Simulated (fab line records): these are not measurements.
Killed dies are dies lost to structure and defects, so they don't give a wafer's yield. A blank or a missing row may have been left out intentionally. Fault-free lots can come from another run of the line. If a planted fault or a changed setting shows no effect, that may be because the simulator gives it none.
Problem report, 8D (eight disciplines) form, completed by code | flow n5-finfet | the parts of the form that need people (team, actions taken, sign-off) are left out

1. WHAT IS WRONG
At N5_SDB_INSPECT_36, raw-defect-count averages 337 over 4 wafers from 3 lots, while fault-free wafers read 41, standard deviation 15. That is +20 standard deviations from the usual mean.
The step: inspects for defects (darkfield).
First seen on wafer L726.1, day 5 16:08, on defect-inspect-01. The record has a number at this step for 27 wafers belonging to 9 lots. Rule for "out" (also "out of limits"): further than 4 standard deviations from the usual mean. All remaining wafers that have a number are taken as sound.

2. WHAT THIS IS AND IS NOT
question                    | is                                   | is not
which readings at this step | raw-defect-count                     | -
which lots                  | L726, L727, L732                     | L719, L728, L734, L739, L741, L742
which wafers of those lots  | L726.1, L727.3, L727.6, L732.4       | L726.5, L726.6, L727.4, L732.5, L732.6
read on which gauges        | defect-inspect-01, defect-inspect-02 | -
when                        | from day 5 16:08                     | up to then (5 sound wafers); but 18 sound wafers of L727, L728, L732, L734, L739, L741, L742 came after

3. THE SUSPECTS, EACH WITH WHAT RULES IT OUT
Counting: any tool at a process step up to the reading remains a suspect provided it ran every lot that is out. Sound lots after the first of them don't rule it out here, since some wafers of a struck lot are sound.
- the gauge at N5_SDB_INSPECT_36: ruled out. The wafers that are out were read on 2 gauges (defect-inspect-01, defect-inspect-02).
- cmp-03 at N5_SDB_CMP_30 (polishes, stops on poly-Si, t overpolish 1.54 s, target thk 30 nm): kept. It processed each lot that is out (first: L726, day 5 15:53); up to then, its last sound lot is L719 (day 3 23:25).
- In cmp-03 at N5_SDB_CMP_30, the wafers that are out were processed in chamber 0 and their sound lot-mates in chambers 1, 2, 3.
Remaining after the count: cmp-03 at N5_SDB_CMP_30.

4. THE CAUSE (what the simulator had put in)
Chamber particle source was cmp-03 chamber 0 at N5_SDB_CMP_30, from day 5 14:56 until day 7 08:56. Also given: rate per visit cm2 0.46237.
Only this tool survived the counting.

5. SEQUENCE OF EFFECTS, ordered by route
Rows list readings where the struck wafers' mean (over those with a number) sits beyond 3 standard deviations from the usual. Only readings for which the record gives a usual standard deviation are gone through. hours: the time from each lot's start at the first step in this table that gives one to its start at this step, as a median over the lots. sigmas: the change in usual standard deviations.
hours | step                        | reading              | usual  | on struck wafers | change | sigmas
0     | N5_SDB_INSPECT_36           | raw-defect-count     | 41     | 337              | +296   | +20
0     | N5_DUMMY_REMOVAL_INSPECT_06 | raw-defect-count     | 12     | 308              | +296   | +57
203   | N5_PASSIVATION_PROBE_49     | defect-limited-yield | 91.6 % | 71.5             | -20.1  | -17
203   | N5_PASSIVATION_PROBE_49     | killed-at-front-end  | 37     | 287              | +250   | +26
203   | N5_PASSIVATION_PROBE_49     | killed-dies          | 99     | 336              | +237   | +16
203   | N5_PASSIVATION_PROBE_49     | killed-on-rim        | 13     | 43               | +30    | +8.3
203   | N5_PASSIVATION_PROBE_49     | sort_bin_5_function  | 4.9 %  | 17.3             | +12.4  | +16
203   | N5_PASSIVATION_PROBE_49     | sort_bin_6_memory    | 3.1 %  | 9.6              | +6.5   | +10
203   | N5_PASSIVATION_PROBE_49     | sort-n-pass          | 1081   | 844              | -237   | -16
203   | N5_PASSIVATION_PROBE_49     | sort-yield-pct       | 91.6 % | 71.5             | -20.1  | -17
The process steps in it:
- N5_PASSIVATION_PROBE_49
Later steps that measure or inspect, where all struck wafers having a row at the step show a number for every such reading and not one has moved that far: N5_BEOL_M4_RC_MEAS_101.

6. HOW IT WOULD HAVE BEEN CAUGHT EARLIER
In this record the first reading out of limits at a measuring or inspecting step was taken at day 5 16:08, 1 hour after the fault began at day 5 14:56.
Of the tool readings at N5_SDB_CMP_30 for which the record gives a usual standard deviation, none was out on any struck wafer, so an alarm limit of 4 standard deviations on them would not have fired.
Among the 3 lots that are out, L727, L732 began N5_SDB_CMP_30 on cmp-03 after day 5 16:08. A hold on the tool at that time would have spared those 2.
